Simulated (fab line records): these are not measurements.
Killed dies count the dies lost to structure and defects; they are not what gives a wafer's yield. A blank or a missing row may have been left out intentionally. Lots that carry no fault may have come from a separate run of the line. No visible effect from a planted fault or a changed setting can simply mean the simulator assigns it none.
8D (eight disciplines) problem report, filled in by code ; flow n5 finfet ; the parts of the form that need people (team, actions taken, sign-off) are left out

== 1. THE ISSUE ==
killed at contacts at N5_PASSIVATION_PROBE_49 reads a mean of 129 on 6 wafers of 2 lots; wafers without a fault read 13 with a standard deviation of 6.3. Relative to the usual mean, that is a shift of +18 standard deviations.
First seen on wafer L314.2, day 14 23:43, on prober-02. The record holds 9 wafers of 3 lots with a number at this step. The rule behind "out" and "out of limits": a value lying over 4 standard deviations away from the usual mean. The rest of the wafers with a number are treated as sound.

== 2. WHAT IT IS; WHAT IT IS NOT ==
question;is;is not
which readings at this step;killed at contacts;killed_at_M0_to_M3, killed_at_M4_up, killed at front end, killed at other, killed open, killed short
which lots;L314, L317;L320
which wafers of those lots;all that have a number;-
read on which tools;prober-02;prober-01
when;from day 14 23:43;"up to then (0 sound wafers); but 3 sound wafers of L320 came after"

== 3. SUSPECTS, AND WHAT RULES EACH OUT ==
Counting: any tool at a process step up to the reading is kept as a suspect provided that every lot that is out went through it and no sound lot did after the first of them.
- rie diel-05 at N5_MOL_CONTACT_COAG_STRIP_98 (strips in N2/H2): kept. It ran every lot that is out, first L314 (day 7 22:47), and no sound lot after that.
- pecvd-02 at N5_BEOL_M15_DEP_53 (deposits SiCN from 3MS/NH3, target thk 50 nm, time 17.8 s): kept. It ran every lot that is out, first L314 (day 14 07:23), and no sound lot after that.
- pecvd-04 at N5_PASSIVATION_PECVD_55 (deposits SiO2 from SiH4/N2O, target thk 400 nm, time 22.5 s): ruled out as a lasting fault. After its first lot that is out, L314 (day 14 14:17), sound lots L320 ran on it.
- pvd sputter-01 at N5_PASSIVATION_PRE_CLEAN_19: kept. It ran every lot that is out, first L314 (day 14 17:36), and no sound lot after that.
- prober-02 at N5_PASSIVATION_PROBE_49: kept. It ran every lot that is out, first L314 (day 14 23:43), and no sound lot after that. Out on those wafers are its own readings of killed at contacts.
Left after counting: rie diel-05 at N5_MOL_CONTACT_COAG_STRIP_98, pecvd-02 at N5_BEOL_M15_DEP_53, pvd sputter-01 at N5_PASSIVATION_PRE_CLEAN_19, prober-02 at N5_PASSIVATION_PROBE_49.

== 4. THE CAUSE (what the simulator had put in) ==
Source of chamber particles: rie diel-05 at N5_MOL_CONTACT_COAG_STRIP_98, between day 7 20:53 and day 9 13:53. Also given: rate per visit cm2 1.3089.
Counting left 4 suspects, and this tool is among them.

== 5. THE CHAIN OF EFFECTS, in route order ==
Rows list readings where the struck wafers' mean (over those with a number) sits beyond 3 standard deviations from the usual. Readings are gone through only where the record gives a usual standard deviation; hours: the median, over the lots, of the time from a lot's start at the first step in this table giving one to that lot's start at this step; sigmas: the change measured in usual standard deviations.
hours;step;reading;usual;on struck wafers;change;sigmas
0;N5_PASSIVATION_PROBE_49;killed at contacts;13;129;+116;+18
0;N5_PASSIVATION_PROBE_49;killed dies;104;223;+119;+6.3
The process steps in it:
- N5_PASSIVATION_PROBE_49

== 6. WHAT WOULD HAVE CAUGHT IT SOONER ==
171 hours passed between the start of the fault at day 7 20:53 and the first reading out of limits in this record, taken at day 14 23:43.
Tool readings at N5_MOL_CONTACT_COAG_STRIP_98 with a usual standard deviation given in the record: none out on any struck wafer, hence no alarm at a limit of 4 standard deviations on them.
Each of the lots that are out, 2 in all, had begun N5_MOL_CONTACT_COAG_STRIP_98 on rie diel-05 no later than day 14 23:43. None of them would have been spared by holding the tool at that moment.
